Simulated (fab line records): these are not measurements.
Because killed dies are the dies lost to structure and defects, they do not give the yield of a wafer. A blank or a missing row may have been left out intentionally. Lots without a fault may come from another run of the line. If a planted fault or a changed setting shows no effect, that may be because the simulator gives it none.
fab line records    flow n5-finfet
record lots=10  wafers=28  last-day=18
route steps=1938 shown BEOL_M4@1069 PASSIVATION@1936
lots that met no fault: taken from a fault-free run of the same line
start-h: the number of hours between the record's first day and the start of the first shown wafer of the lot    wait-h: hours from the lot's prior step to this one    " repeats the value in the row above    L1.1+2: one row covering several wafers at once    - no value present, or no start provided    * or withheld: withheld    < > ~ a bound
route shown NAME@n: NAME is a module with steps in the file, n the number in the route of the first one    usual: average and standard deviation across the fault-free wafers    same: alike in all rows    chamber/n: place in a boat    sites: readings site by site    _std_site: standard deviation of those values    _edge_site: outer sites' mean less inner sites'    radius-mm: for every site, how far away it sits from the centre of the wafer    mask NAME#n: copy n    behind: tool/chamber where the wafer was last shaped    hold: why the lot went on hold/how many hours it stayed there/how the hold came to an end    device: whichever transistor did not switch (one of n, p or np)    end of line: the tests these same wafers got at the end of their route    a step with no rows: only its recipe    killed: the dies lost at the first sort to structure and to defects; this is not the yield of the wafer    map: the dies of a wafer, with x for killed, . for not killed, _ for no die there
set.NAME: the setting as run; set.NAME@STEP: as run at that earlier step    model.NAME: the simulator's own value behind a step, which no gauge read
one table for each step of the route and one row for each wafer, over a sample of lots
services: a tool's chamber out of use, with start hour (start-h, from the record's first day; less than 0 if before it), hours out, and reason
## steps
# step N5_BEOL_M4_STRIP_36
# recipe chemistry=N2/H2  power-w=450  temp-c=40  pressure-mtorr=20  rf-frequency-hz=6e+07  overash-fraction=0.3  bias-power-w=7  h2-frac=0.5  n2-flow-sccm=200  h2-flow-sccm=200
# usual drypump-motor-current-A=5.8/0.53  oes-product-au=0.81/0.085  rf-vpp-V=59.5/1.5  showerhead-plenum-p-Torr=2.60/0.088  throttle-valve-pct=23.5/0.34
lot.wafer  tool         chamber  start-h  wait-h  drypump-motor-current-A  oes-product-au  rf-hours-counter-h  rf-vpp-V  showerhead-plenum-p-Torr  throttle-valve-pct
L525.1     rie-diel-06  1        160.98   0.0     6.6                      0.73            199                 62.9      2.62                      23.4
L525.3     "            0        "        "       5.8                      0.71            213                 61.8      2.62                      23.7
L525.6     "            0        "        "       5.7                      0.71            -                   59.8      2.62                      23.7
L527.1     rie-diel-03  1        189.07   0.0     5.5                      0.71            184                 56.4      2.63                      23.7
L527.3     "            2        "        "       5.0                      0.82            75                  60.4      2.58                      24.2
L527.6     "            0        "        "       5.2                      0.89            -                   60.0      2.58                      23.3
L530.1     rie-diel-01  2        194.19   0.0     5.2                      0.85            60                  61.3      2.71                      23.7
L530.3     "            1        "        "       5.7                      0.68            252                 60.4      2.37                      23.0
L530.4     "            1        "        "       5.7                      0.67            -                   60.2      2.37                      23.0
L532.1     rie-diel-03  3        212.32   0.0     5.9                      0.80            111                 60.7      2.43                      23.3
L532.4     "            1        "        "       5.4                      0.71            193                 57.4      2.62                      23.7
L532.5     "            1        "        "       5.4                      0.70            -                   60.8      2.62                      23.7
L534.4     rie-diel-03  1        220.71   0.0     5.5                      0.72            197                 58.3      2.62                      23.7
L534.5     "            3        "        "       6.0                      0.79            -                   60.1      2.43                      23.3
L539.1     rie-diel-06  2        263.26   0.0     6.3                      0.97            12                  59.1      2.50                      23.5
L539.4     "            1        "        "       6.6                      0.71            232                 58.9      2.60                      23.4
L539.5     "            3        "        "       5.4                      0.89            -                   60.4      2.69                      23.5
L543.3     rie-diel-06  1        285.25   0.0     6.6                      0.69            240                 61.2      2.60                      23.4
L543.4     "            2        "        "       6.3                      0.94            -                   57.1      2.50                      23.5
L543.6     "            3        "        "       5.4                      0.88            -                   60.4      2.69                      23.4
L547.5     rie-diel-01  2        307.51   0.0     5.2                      0.79            -                   59.7      2.68                      23.7
L547.6     "            1        "        "       5.8                      0.91            -                   60.7      2.68                      22.8
L546.2     rie-diel-03  3        307.52   0.0     5.9                      0.76            148                 57.6      2.42                      23.3
L546.4     "            1        "        "       5.5                      0.69            -                   60.8      2.60                      23.8
L546.6     "            3        "        "       6.0                      0.77            -                   60.3      2.42                      23.3
L548.1     rie-diel-06  0        314.93   0.0     5.7                      0.96            6                   61.5      2.60                      23.4
L548.2     "            3        "        "       5.4                      0.86            42                  61.6      2.68                      23.5
L548.3     "            2        "        "       6.3                      0.95            30                  57.1      2.49                      23.6
# step N5_BEOL_M4_OCD_MEAS_38
# usual trench-depth-nm=56.0/1.1
lot.wafer  tool    chamber  start-h  wait-h  trench-depth-nm
L525.1     ocd-01  -        161.17   -       56.5
L525.3     "       -        "        "       56.6
L525.6     "       -        "        "       56.8
L527.1     ocd-01  -        189.26   -       55.4
L527.3     "       -        "        "       56.6
L527.6     "       -        "        "       54.8
L530.1     ocd-02  -        194.38   -       57.8
L530.3     "       -        "        "       54.8
L530.4     "       -        "        "       54.8
L532.1     ocd-02  -        212.51   -       56.1
L532.4     "       -        "        "       55.8
L532.5     "       -        "        "       56.8
L534.4     ocd-02  -        220.91   -       56.1
L534.5     "       -        "        "       55.9
L539.1     ocd-01  -        263.45   -       57.1
L539.4     "       -        "        "       55.8
L539.5     "       -        "        "       55.0
L543.3     ocd-01  -        285.45   -       55.7
L543.4     "       -        "        "       56.9
L543.6     "       -        "        "       53.9
L547.5     ocd-01  -        307.69   -       57.6
L547.6     "       -        "        "       56.5
L546.2     ocd-01  -        307.72   -       57.2
L546.4     "       -        "        "       55.5
L546.6     "       -        "        "       57.1
L548.1     ocd-01  -        315.12   -       54.6
L548.2     "       -        "        "       53.8
L548.3     "       -        "        "       56.7
# step N5_BEOL_M4_CD_MEAS_35
# recipe target-cd-nm=18  target-cd-y-nm=22.4  polarity=opening
# usual cd-nm=18.0/0.35
lot.wafer  tool       chamber  start-h  wait-h  cd-nm
L525.1     cd-sem-02  -        161.33   0.0     17.5
L525.3     "          -        "        "       18.0
L525.6     "          -        "        "       17.4
L527.1     cd-sem-01  -        189.42   0.0     18.6
L527.3     "          -        "        "       18.8
L527.6     "          -        "        "       18.9
L530.1     cd-sem-01  -        194.53   0.0     17.8
L530.3     "          -        "        "       18.4
L530.4     "          -        "        "       18.3
L532.1     cd-sem-02  -        212.67   0.0     18.0
L532.4     "          -        "        "       17.8
L532.5     "          -        "        "       17.8
L534.4     cd-sem-02  -        221.10   0.0     18.1
L534.5     "          -        "        "       18.9
L539.1     cd-sem-02  -        263.61   0.0     17.7
L539.4     "          -        "        "       17.6
L539.5     "          -        "        "       18.4
L543.3     cd-sem-03  -        285.61   0.0     17.9
L543.4     "          -        "        "       18.2
L543.6     "          -        "        "       18.1
L547.5     cd-sem-02  -        307.84   0.0     17.5
L547.6     "          -        "        "       18.1
L546.2     cd-sem-03  -        307.87   0.0     18.0
L546.4     "          -        "        "       17.8
L546.6     "          -        "        "       17.9
L548.1     cd-sem-02  -        315.27   0.0     17.9
L548.2     "          -        "        "       18.3
L548.3     "          -        "        "       17.1
# step N5_BEOL_M4_ALD_84
# recipe material=TaN  target-thk-a=*  temp-c=275  ald-precursor-family=PDMAT  ald-co-reactant=NH3  pressure-torr=3  carrier-flow-sccm=1500  pulse-time-s=2  purge-time-s=3  co-reactant-purge-time-s=2  co-reactant-pulse-time-s=3  ald-cycles=30  precursor-vessel-temp-c=75  precursor-vessel-pressure-torr=26.25  precursor-vessel-carrier-sccm=1000
# usual ald-cycles=30/0  heater-power-w=400/24  mfc-carrier-sccm=1501/4.8
lot.wafer  tool          chamber  start-h  wait-h  ald-cycles  heater-power-w  mfc-carrier-sccm
L525.1     ald-metal-03  1        161.96   0.1     30          403             1505
L525.3     "             3        "        "       30          417             1498
L525.6     "             2        "        "       30          401             1499
L527.1     ald-metal-01  3        189.56   0.0     30          378             1493
L527.3     "             0        "        "       30          418             1494
L527.6     "             0        "        "       30          421             1499
L530.1     ald-metal-03  0        195.08   0.1     30          372             1510
L530.3     "             3        "        "       42          408             1500
L530.4     "             2        "        "       42          398             1494
L532.1     ald-metal-03  0        213.13   0.1     30          366             1505
L532.4     "             3        "        "       42          412             1500
L532.5     "             1        "        "       30          416             1505
L534.4     ald-metal-03  2        221.33   0.0     42          409             1492
L534.5     "             0        "        "       30          368             1504
L539.1     ald-metal-04  3        264.17   0.0     30          432             1510
L539.4     "             2        "        "       30          413             1506
L539.5     "             3        "        "       30          439             1498
L543.3     ald-metal-03  0        286.08   0.0     30          374             1501
L543.4     "             1        "        "       30          404             1497
L543.6     "             3        "        "       30          412             1501
L546.2     ald-metal-01  1        308.27   0.1     30          369             1503
L546.4     "             3        "        "       30          370             1496
L546.6     "             2        "        "       30          361             1499
L547.5     ald-metal-03  1        308.29   0.1     30          417             1509
L547.6     "             0        "        "       30          373             1499
L548.1     ald-metal-03  1        316.17   0.1     30          407             1499
L548.2     "             2        "        "       30          396             1497
L548.3     "             0        "        "       30          376             1499
# step N5_BEOL_M4_RC_MEAS_101
# usual CHAIN_V3=234/9.2  CHAIN_V3_max_site=243/10  DIBL_N=35.7/1.5  DIBL_P=35.7/2  IOFF_N=0.155/0.026  IOFF_P=0.20/0.031  ION_N=675/11  ION_P=462/7.1  SERP_M4=199/13  SERP_M4_max_site=213/15  SS_N=71.3/0.57  SS_P=73.1/0.56  VT_N=250/3  VT_P=-251/3
lot.wafer  tool       chamber  start-h  wait-h  CHAIN_V3[ohm/link]  CHAIN_V3_max_site[ohm/link]  DIBL_N[mV/V]  DIBL_P[mV/V]  IOFF_N[nA/um]  IOFF_P[nA/um]  ION_N[uA/um]  ION_P[uA/um]  SERP_M4[ohm/um]  SERP_M4_max_site[ohm/um]  SS_N[mV/dec]  SS_P[mV/dec]  VT_N[mV]  VT_P[mV]
L525.1     prober-02  0        175.87   0.0     251                 260                          36.7          36.3          0.153          0.21           667           459           215              226                       71.6          72.7          251       -252
L525.3     "          0        "        "       239                 251                          37.2          36.8          0.171          0.23           673           459           205              214                       71.7          73.6          250       -249
L525.6     "          0        "        "       254                 262                          35.3          34.4          0.142          0.18           666           461           220              235                       71.2          72.6          252       -251
L527.1     prober-02  0        194.13   0.0     224                 235                          34.0          33.8          0.141          0.19           683           462           183              200                       71.2          72.1          250       -250
L527.3     "          0        "        "       224                 232                          36.0          37.2          0.186          0.26           685           468           181              194                       71.9          73.3          245       -246
L527.6     "          0        "        "       222                 235                          33.7          33.5          0.142          0.19           678           465           192              201                       70.4          72.3          249       -250
L530.1     prober-01  0        198.41   0.0     225                 240                          32.8          32.8          0.124          0.17           669           460           187              211                       71.5          72.4          251       -251
L530.3     "          0        "        "       306                 317                          30.9          30.8          0.101          0.14           638           444           228              238                       69.9          71.8          256       -255
L530.4     "          0        "        "       316                 343                          34.8          34.6          0.152          0.19           676           460           244              270                       71.7          72.7          247       -252
L532.1     prober-01  0        217.48   0.7     236                 245                          34.3          34.2          0.123          0.16           676           456           199              208                       71.0          73.0          253       -253
L532.4     "          0        "        "       331                 344                          31.8          31.0          0.089          0.13           667           460           264              290                       70.7          72.3          259       -258
L532.5     "          0        "        "       235                 245                          32.5          31.7          0.099          0.13           658           453           205              212                       70.8          71.9          257       -258
L534.4     prober-01  0        225.10   0.5     318                 330                          36.8          35.1          0.168          0.18           688           460           252              267                       71.4          72.8          249       -255
L534.5     "          0        "        "       224                 234                          36.7          35.2          0.161          0.18           677           459           183              200                       71.2          73.7          248       -256
L539.1     prober-02  0        267.64   0.0     232                 241                          34.9          35.7          0.146          0.18           680           461           198              211                       70.7          72.8          249       -250
L539.4     "          0        "        "       238                 249                          35.6          35.3          0.153          0.18           667           459           216              237                       70.9          73.2          250       -250
L539.5     "          0        "        "       230                 237                          35.3          36.2          0.148          0.20           676           465           201              218                       70.3          73.6          250       -252
L543.3     prober-02  0        293.25   0.3     240                 246                          33.4          34.3          0.121          0.14           668           450           207              211                       71.4          72.9          253       -256
L543.4     "          0        "        "       228                 238                          34.1          34.8          0.133          0.15           677           455           194              201                       71.6          72.9          250       -257
L543.6     "          0        "        "       237                 247                          34.6          35.3          0.136          0.15           677           456           219              237                       71.7          72.8          250       -258
L546.2     prober-02  0        312.09   0.2     229                 236                          31.0          29.9          0.093          0.14           657           459           205              213                       69.6          71.6          255       -254
L546.4     "          0        "        "       236                 246                          36.2          35.2          0.162          0.20           678           460           198              212                       71.8          73.4          248       -250
L546.6     "          0        "        "       230                 241                          37.6          38.5          0.201          0.26           679           464           206              214                       71.5          73.3          249       -248
L547.5     prober-01  0        312.16   0.6     245                 255                          36.4          38.0          0.163          0.20           666           459           218              230                       71.1          73.1          246       -252
L547.6     "          0        "        "       236                 246                          37.0          39.4          0.172          0.22           676           464           195              217                       71.1          73.1          249       -251
L548.1     prober-02  0        320.07   0.0     251                 253                          36.7          38.3          0.173          0.21           680           466           212              220                       72.6          73.2          247       -251
L548.2     "          0        "        "       233                 240                          37.4          38.4          0.189          0.22           674           461           208              214                       71.5          73.3          246       -251
L548.3     "          0        "        "       242                 247                          35.5          37.9          0.159          0.21           683           462           205              213                       72.3          72.8          249       -250
# sites CHAIN_V3 radius-mm=0,75,75,75,75,140,140,140,140
L525.1 249 251 260 250 260 260 239 251 253
L527.1 222 224 235 235 233 228 220 222 220
L530.1 237 224 227 240 224 225 220 225 217
L532.1 243 240 243 245 236 230 231 229 221
L534.4 304 311 318 309 330 322 316 322 325
L539.1 231 238 235 236 241 225 232 225 230
L543.3 244 245 240 242 246 224 231 234 230
L546.2 219 234 226 231 233 236 224 228 229
L547.5 233 239 250 246 255 245 241 249 239
L548.1 252 253 253 248 248 251 250 251 251
# sites SERP_M4 radius-mm=0,75,75,75,75,140,140,140,140
L525.1 218 215 226 215 218 213 194 213 205
L527.1 184 183 200 196 194 176 178 170 179
L530.1 207 192 185 211 184 187 183 191 174
L532.1 208 201 205 201 199 183 182 181 174
L534.4 223 231 247 227 267 253 252 254 256
L539.1 199 211 199 198 209 183 191 182 188
L543.3 211 208 208 209 207 180 193 191 182
L546.2 195 212 201 205 213 209 197 194 206
L547.5 201 209 220 218 224 228 213 230 215
L548.1 218 208 212 209 218 204 214 206 220
# step N5_PASSIVATION_PROBE_49
# usual defect-limited-yield=91.4/1.5  killed_at_M0_to_M3=34/10  killed_at_M4_up=15/6  killed-at-contacts=12/6  killed-at-front-end=37/11  killed-at-other=3.3/2.8  killed-dies=101/18  killed-open=66/14  killed-short=33/7.8  sort_bin_5_function=5.0/0.97  sort_bin_6_memory=3.2/0.72  sort_bin_8_speed=0.00/0.01  sort-n-pass=1079/18  sort-yield-pct=91.4/1.5
# same gross-dies=1180  killed-at-back-side=0  sort_bin_4_leakage[%]=0
lot.wafer  tool       chamber  start-h  wait-h  defect-limited-yield[%]  killed_at_M0_to_M3  killed_at_M4_up  killed-at-contacts  killed-at-front-end  killed-at-other  killed-dies  killed-open  killed-short  sort_bin_5_function[%]  sort_bin_6_memory[%]  sort_bin_8_speed[%]  sort-n-pass  sort-yield-pct[%]
L534.4     prober-02  -        323.94   0.2     92.2                     33                  21               8                   29                   1                92           53           37            4.5                     2.9                   0                    1088         92.2
L534.5     prober-02  -        323.99   0.2     92.2                     34                  15               4                   37                   2                92           48           35            4.7                     2.1                   0                    1088         92.2
L539.1     prober-02  -        386.45   0.0     87.9                     55                  34               6                   43                   5                143          82           54            6.6                     4.6                   0                    1037         87.9
L539.4     prober-02  -        386.60   0.2     91.1                     47                  20               4                   31                   3                105          66           37            5.1                     3.5                   0                    1075         91.1
L539.5     prober-02  -        386.65   0.2     91.0                     45                  21               6                   34                   0                106          73           33            4.7                     3.7                   0                    1074         91.0
L543.3     prober-01  -        400.76   0.1     93.2                     20                  5                14                  40                   1                80           47           24            3.8                     1.9                   0                    1100         93.2
L543.4     prober-01  -        400.81   0.2     89.8                     54                  9                19                  38                   0                120          84           35            4.8                     5.0                   0                    1060         89.8
L543.6     prober-01  -        400.91   0.3     89.6                     35                  16               27                  43                   2                123          76           40            5.5                     4.0                   0                    1057         89.6
L546.2     prober-02  -        418.00   0.1     90.7                     38                  23               7                   32                   10               110          76           34            5.3                     3.7                   0                    1070         90.7
L548.1     prober-01  -        429.95   0.0     88.8                     41                  18               18                  49                   6                132          97           30            6.5                     4.5                   0                    1048         88.8
L548.2     prober-01  -        430.00   0.1     88.2                     23                  33               20                  59                   4                139          107          31            7.7                     4.0                   0                    1041         88.2
L548.3     prober-01  -        430.05   0.1     91.9                     24                  28               6                   32                   5                95           69           24            5.2                     2.6                   0                    1085         91.9
# killed by level:class
L534.4 BEOL_M0_SAQP:geometric-particle:short=13 FIN_SAQP:geometric-particle:short=9 BEOL_M0_SAQP:geometric-particle:open=7 BEOL_M4:geometric-particle:open=7 MOL_CONTACT_COAG:geometric-particle:open=6 BEOL_M3:geometric-particle:open=6 FIN_SAQP:geometric-particle:open=4 BEOL_M7:geometric-particle:open=4
L534.5 BEOL_M0_SAQP:geometric-particle:short=13 BEOL_M0_SAQP:geometric-particle:open=11 STARTING-WAFER:geometric-particle:open=8 HKMG_FIN:area-etch=8 FIN_SAQP:geometric-particle:short=5 BEOL_M4:geometric-particle:open=4 STARTING-WAFER:geometric-particle:short=4 DUMMY_GATE:geometric-particle:open=3
L539.1 BEOL_M0_SAQP:geometric-particle:short=16 BEOL_M2:geometric-particle:open=14 BEOL_M4:geometric-particle:open=14 BEOL_M0_SAQP:geometric-particle:open=12 FIN_SAQP:geometric-particle:short=9 FIN_SAQP:geometric-particle:open=6 ILD0:geometric-particle:open=5 BEOL_M4:geometric-particle:short=5
L539.4 BEOL_M2:geometric-particle:open=19 BEOL_M0_SAQP:geometric-particle:short=12 BEOL_M0_SAQP:geometric-particle:open=7 BEOL_M5:geometric-particle:open=7 FIN_SAQP:geometric-particle:short=6 DUMMY_GATE:geometric-particle:open=5 GATE_CUT:geometric-particle:open=4 BEOL_M2:geometric-particle:short=4
L539.5 BEOL_M0_SAQP:geometric-particle:open=12 BEOL_M0_SAQP:geometric-particle:short=11 BEOL_M2:geometric-particle:open=11 DUMMY_GATE:geometric-particle:open=9 FIN_SAQP:geometric-particle:short=7 FIN_SAQP:geometric-particle:open=7 BEOL_M4:geometric-particle:open=7 MOL_CONTACT_COAG:geometric-particle:open=5
L543.3 MOL_CONTACT_COAG:geometric-particle:open=12 HKMG_FIN:area-etch=9 FIN_SAQP:geometric-particle:open=7 BEOL_M2:geometric-particle:open=6 FIN_SAQP:geometric-particle:short=5 ILD0:geometric-particle:open=5 BEOL_M0_SAQP:geometric-particle:open=4 BEOL_M1:geometric-particle:open=4
L543.4 MOL_CONTACT_COAG:geometric-particle:open=13 BEOL_M3:geometric-particle:open=13 FIN_SAQP:geometric-particle:short=10 BEOL_M2:geometric-particle:open=9 FIN_SAQP:geometric-particle:open=8 BEOL_M0_SAQP:geometric-particle:short=8 BEOL_M1:geometric-particle:open=7 MOL_CONTACT_COAG:geometric-particle:short=6
L543.6 MOL_CONTACT_COAG:geometric-particle:open=18 FIN_SAQP:geometric-particle:open=11 MOL_CONTACT_COAG:geometric-particle:short=9 FIN_SAQP:geometric-particle:short=8 BEOL_M1:geometric-particle:open=7 BEOL_M0_SAQP:geometric-particle:short=7 HKMG_FIN:area-etch=7 BEOL_M2:geometric-particle:open=6
L546.2 BEOL_M1:geometric-particle:open=11 BEOL_M4:geometric-particle:open=11 FIN_SAQP:geometric-particle:open=10 FIN_SAQP:geometric-particle:short=6 BEOL_M3:geometric-particle:open=6 MOL_CONTACT_COAG:geometric-particle:open=6 BEOL_M2:geometric-particle:open=6 BEOL_M0_SAQP:geometric-particle:short=5
L548.1 BEOL_M2:geometric-particle:open=15 MOL_CONTACT_COAG:geometric-particle:open=15 FIN_SAQP:geometric-particle:open=14 FIN_SAQP:geometric-particle:short=10 STI_FIN_REVEAL:geometric-particle:open=9 BEOL_M1:geometric-particle:open=8 STARTING-WAFER:geometric-particle:open=7 BEOL_M4:geometric-particle:open=5
L548.2 BEOL_M4:geometric-particle:open=19 MOL_CONTACT_COAG:geometric-particle:open=19 GATE_CUT:geometric-particle:open=12 FIN_SAQP:geometric-particle:open=10 FIN_SAQP:geometric-particle:short=8 STI_FIN_REVEAL:geometric-particle:open=8 GATE_CUT:geometric-particle:short=6 BEOL_M2:geometric-particle:open=6
L548.3 BEOL_M4:geometric-particle:open=18 BEOL_M2:geometric-particle:open=8 FIN_SAQP:geometric-particle:open=7 BEOL_M3:geometric-particle:open=7 BEOL_M4:geometric-particle:short=5 FIN_SAQP:geometric-particle:short=4 MOL_CONTACT_COAG:geometric-particle:open=4 STI_FIN_REVEAL:geometric-particle:open=3
## services
tool          chamber  start-h  hours  kind
ald-metal-01  -        138.82   1.0    repair
ald-metal-01  0        143.84   7.9    repair
rie-diel-06   2        169.03   5.1    repair
rie-diel-01   3        172.08   16.0   repair
rie-diel-01   1        175.77   9.0    repair
rie-diel-06   -        183.10   0.2    repair
rie-diel-03   3        184.82   4.3    repair
ald-metal-01  1        197.34   11.4   repair
rie-diel-06   2        200.19   -      clean
rie-diel-06   2        200.19   -      consumable-replace:focus-ring
rie-diel-06   2        200.19   17.7   scheduled-down
rie-diel-06   2        200.19   17.7   vent-cycle
rie-diel-06   -        233.19   15.6   pm
ald-metal-03  2        235.99   3.8    repair
rie-diel-06   3        251.02   9.4    repair
rie-diel-03   3        259.60   4.2    repair
rie-diel-06   0        263.94   4.2    repair
ald-metal-03  -        272.48   2.8    pm
rie-diel-06   -        277.23   4.3    pm
rie-diel-06   0        284.94   -      clean
rie-diel-01   0        287.50   1.8    repair
ald-metal-04  3        292.83   2.8    repair
rie-diel-03   0        303.24   7.5    repair
rie-diel-06   2        309.91   2.8    repair
## key
first-sign step=N5_BEOL_M4_ALD_84  reading=ald-cycles  direction=up  sigmas=99+  usual=*  struck=*
effect step=N5_BEOL_M4_RC_MEAS_101  reading=CHAIN_V3  direction=up  sigmas=9.1  usual=234  struck=318
effect step=N5_BEOL_M4_RC_MEAS_101  reading=SERP_M4  direction=up  sigmas=3.6  usual=199  struck=247
effect step=N5_BEOL_M4_RC_MEAS_101  reading=CHAIN_V3_max_site  direction=up  sigmas=9  usual=243  struck=334
effect step=N5_BEOL_M4_RC_MEAS_101  reading=SERP_M4_max_site  direction=up  sigmas=3.5  usual=213  struck=266
met-at N5_BEOL_M4_ALD_84
struck-lots L530,L532,L534
struck-wafers L530.3,L530.4,L532.4,L534.4
not-acting-at N5_BEOL_M4_STRIP_36,N5_BEOL_M4_OCD_MEAS_38,N5_BEOL_M4_CD_MEAS_35
onset-between 161.96 195.08
fault kind=process-parameter-drift  tool=ald-metal-03  chamber=-  onset-h=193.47  steps=N5_BEOL_M4_ALD_84  channel=ald-cycles  offset=*  shape=step  end-h=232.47  scope=struck-wafers-only  acts-in=*  stated=*
